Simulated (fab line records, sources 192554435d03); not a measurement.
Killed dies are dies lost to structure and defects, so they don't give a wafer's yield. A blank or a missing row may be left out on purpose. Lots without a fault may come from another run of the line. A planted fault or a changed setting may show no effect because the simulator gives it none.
Chamber matching | flow n5_finfet | N5_GATE_CUT_CMP_02 on cmp-03: 4 sister chambers
The step polishes, stops on SiO2, t overpolish 12.7 s, target thk 0 nm. 4 wafers are shown with their chamber, then 7 later ones without.

WAFERS WITH THEIR CHAMBER
wafer  | chamber | motor_current_A (A)
L079.5 | 1       | 8.5
L089.5 | 3       | 10.9
L093.1 | 0       | 9.0
L093.3 | 2       | 10.3

WAFERS WITHOUT THEIR CHAMBER
wafer  | motor_current_A (A)
L093.4 | 11.0
L096.3 | 10.5
L096.4 | 9.1
L096.5 | 9.2
L097.3 | 10.4
L097.4 | 9.3
L097.6 | 10.7

WHICH CHAMBER EACH WENT THROUGH
wafer  | from the rows above     | in truth
L093.4 | 3                       | 3
L096.3 | can't be placed: 2 or 3 | 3
L096.4 | 0                       | 0
L096.5 | 0                       | 0
L097.3 | 2                       | 2
L097.4 | 0                       | 0
L097.6 | can't be placed: 3 or 2 | 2
Placed correctly: 5 of 7. Can't be placed from these rows: 2 (the true chamber is among the candidates in 2). Placed wrongly: 0.
How it was worked out, from the rows above alone: a wafer's distance from a chamber is the root of the sum, over the readings, of the square of ((its reading less the chamber's mean) divided by the reading's scatter). The wafer belongs to the nearest chamber; if the next one is less than 2 further off, it can't be placed. A chamber's mean is the mean of its shown wafers. The scatter: with one shown wafer a chamber, the root of the mean of the squares of how far each hidden wafer lies from its nearest shown one.
